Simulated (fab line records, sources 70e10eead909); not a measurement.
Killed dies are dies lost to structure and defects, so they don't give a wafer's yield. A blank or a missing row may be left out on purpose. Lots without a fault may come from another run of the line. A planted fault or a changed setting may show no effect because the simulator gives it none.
A struck lot beside a sound one | flow nand_harc | 17 steps out of a route of 1159
Sound: wafers L970.2, L970.3, L970.5. Struck: wafers L978.2, L978.3, L978.5. The cause comes at the end.
At each step with rows: each side's tool, then ch and its chambers, then its first start. Under that, the readings that differ: sound wafers | struck wafers | difference of the means | sigmas: that difference in standard deviations of wafers without a fault.
alike: readings whose means differ by less than 2 such deviations, and words and numbers that are the same on both sides. not compared: withheld readings, readings that some wafer has no value for, bounds like >300 that may hide the same value, and numbers for which the record gives no deviation and whose values overlap.
The two part at a step that has a row with sigmas, a row that says differs or no value, or rows on one side only. Numbers that don't overlap but have no deviation are shown without sigmas and don't part them. A reading that every wafer of one side lacks parts them only if that side has two wafers or more.

NHARC_A_STAIRCASE_CMP_472: polishes SiO2.
  sound on cmp-04 ch 2,3, day 14 18:16; struck on cmp-02 ch 1,3, day 17 10:21
  alike: motor_current_A
then, 1 step without rows for these wafers: NHARC_A_STAIRCASE_SRD_474.
NHARC_A_STAIRCASE_INSPECT_155:
  sound on defect_inspect-02, day 14 18:37; struck on defect_inspect-01, day 17 10:41
  reading          | sound       | struck      | difference | sigmas
  raw_defect_count | 653 614 536 | 247 321 362 | -291       | -2
NHARC_A_SGD_CUT_DEP_00: deposits SiNx, target thk 50 nm.
  sound on pecvd-03 ch 0,1,2, day 14 18:49; struck on pecvd-02 ch 0,1,2, day 17 10:45
  alike: heater_power_w
then, 7 steps without rows for these wafers: NHARC_A_SGD_CUT_DEHYDRATE_01 (time 120 s); NHARC_A_SGD_CUT_HMDS_02 (time 30 s); NHARC_A_SGD_CUT_COAT_56 (time 75 s); NHARC_A_SGD_CUT_COAT_57 (time 65 s); NHARC_A_SGD_CUT_COAT_03 (resist thk 90 nm); NHARC_A_SGD_CUT_SOFTBAKE_04 (time 55 s); NHARC_A_SGD_CUT_EBR_05.
NHARC_A_SGD_CUT_EXPOSE_06: exposes mask SGD.
  sound on arfi_scanner-02 ch 0, day 14 19:24; struck on arfi_scanner-01 ch 0, day 17 11:13
  reading              | sound             | struck            | difference | sigmas
  exposure_dose_mJ_cm2 | 85.54 85.75 85.56 | 88.24 88.42 88.32 | +2.71      | +33
  alike: mask, reticle_temp_C, stage_vel_mm_s
then, 2 steps without rows for these wafers: NHARC_A_SGD_CUT_PEB_07 (peb time 65 s); NHARC_A_SGD_CUT_DEVELOP_08 (develop time 35 s).
NHARC_A_SGD_CUT_CD_MEAS_09: target cd 100 nm.
  sound on cd_sem-01 ch 0, day 14 19:32; struck on cd_sem-01 ch 0, day 17 11:21
  reading    | sound            | struck            | difference | sigmas
  cd_nm (nm) | 99.5 100.3 100.2 | 102.6 102.4 102.3 | +2.4       | +4
NHARC_A_SGD_CUT_OVL_MEAS_10:
  sound on overlay-01, day 14 19:38; struck on overlay-02, day 17 11:26
  alike: overlay_x_nm, overlay_y_nm
then, 1 step without rows for these wafers: NHARC_END_SORT_01.

WHERE THEY PART
First at NHARC_A_STAIRCASE_INSPECT_155; last, within this record, at NHARC_A_SGD_CUT_CD_MEAS_09. Later steps at which nothing parts them and some readings are alike: NHARC_A_SGD_CUT_OVL_MEAS_10.

WHY: what the simulator had put in
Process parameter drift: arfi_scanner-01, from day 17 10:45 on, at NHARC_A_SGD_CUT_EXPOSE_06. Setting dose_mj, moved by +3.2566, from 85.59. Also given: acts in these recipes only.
